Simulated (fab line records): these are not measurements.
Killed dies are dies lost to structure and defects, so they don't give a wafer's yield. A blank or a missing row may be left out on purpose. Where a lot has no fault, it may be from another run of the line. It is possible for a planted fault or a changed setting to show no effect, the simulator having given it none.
8D (eight disciplines) problem report, filled in by code	flow nand harc	the parts of the form that need people (team, actions taken, sign-off) are left out

== 1. WHAT WENT WRONG ==
At NHARC_END_SORT_01, killed at array averages 89 over 3 wafers from 2 lots, while fault-free wafers read 26, standard deviation 10. That is +6.3 standard deviations from the usual mean.
First observed at day 23 22:06: wafer L507.1, on prober-02. Wafers with a number at this step in the record: 8, from 3 lots. By rule, "out" or "out of limits" means more than 4 standard deviations away from the usual mean. The other wafers with a number count as sound.

== 2. WHAT IT IS, AND WHAT IT ISN'T ==
question	is	is not
which readings at this step	killed at array, killed dies	killed at other, killed at periphery, killed open, killed short
which lots	L504, L507	L495
which wafers of those lots	L504.4, L507.1, L507.3	L504.5, L507.6
read on which gauges	prober-01, prober-02	-
when	from day 23 22:06	up to then (3 sound wafers); but 2 sound wafers of L504, L507 came after

== 3. THE SUSPECTS, EACH WITH WHAT RULES IT OUT ==
Counting: any tool at a process step up to the reading remains a suspect provided it ran every lot that is out. Sound lots after the first of them don't rule it out here, since some wafers of a struck lot are sound.
- ruled out: the gauge at NHARC_END_SORT_01. 2 gauges (prober-01, prober-02) read the wafers that are out.
- har cap etch-02 at NHARC_A_CONTACT_ETCH_121 (etches the open film in C4F8/O2/Ar, time 94 s, target depth 922 nm): kept. It ran every lot that is out, first L507 (day 20 15:36).
- har cap etch-03 at NHARC_A_CONTACT_ETCH_124 (etches the open film in C4F8/O2/Ar, time 140 s, target depth 700 nm): kept. Every lot that is out went through it, the first being L507 (day 20 23:28); the last sound lot it ran before that was L495 (day 18 07:31).
- har cap etch-03 at NHARC_A_CONTACT_ETCH_127 (etches the open film in C4F8/O2/Ar, time 155 s, target depth 956 nm): kept. Every lot that is out went through it, the first being L507 (day 21 00:07); the last sound lot it ran before that was L495 (day 18 07:58).
- Within har cap etch-02 at NHARC_A_CONTACT_ETCH_121, the wafers that are out were processed in chamber 1 and their sound lot-mates in chamber 0.
har cap etch-02 at NHARC_A_CONTACT_ETCH_121, har cap etch-03 at NHARC_A_CONTACT_ETCH_124 and har cap etch-03 at NHARC_A_CONTACT_ETCH_127 are what is left after counting.

== 4. THE CAUSE (what the simulator had put in) ==
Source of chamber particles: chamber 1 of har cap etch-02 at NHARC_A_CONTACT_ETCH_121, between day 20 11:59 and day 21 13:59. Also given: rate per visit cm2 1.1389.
3 suspects survive the count, and this tool is in that group.

== 5. THE CHAIN OF EFFECTS, in route order ==
One row per reading whose mean, taken over the struck wafers that have a number, lies over 3 standard deviations from the usual. Only readings for which the record gives a usual standard deviation are gone through. hours: the time from each lot's start at the first step in this table that gives one to its start at this step, as a median over the lots. sigmas: the change in usual standard deviations.
hours	step	reading	usual	on struck wafers	change	sigmas
0	NHARC_END_SORT_01	killed at array	26	89	+63	+6.3
0	NHARC_END_SORT_01	killed dies	29	91	+62	+5.6

== 6. HOW IT WOULD HAVE BEEN CAUGHT EARLIER ==
Counted from the fault's start at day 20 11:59, it took 82 hours until the first out-of-limits reading at a measuring or inspecting step in this record, taken at day 23 22:06.
All the lots that are out (2) had begun NHARC_A_CONTACT_ETCH_121 on har cap etch-02 by day 23 22:06. None of them would have been spared by holding the tool at that moment.
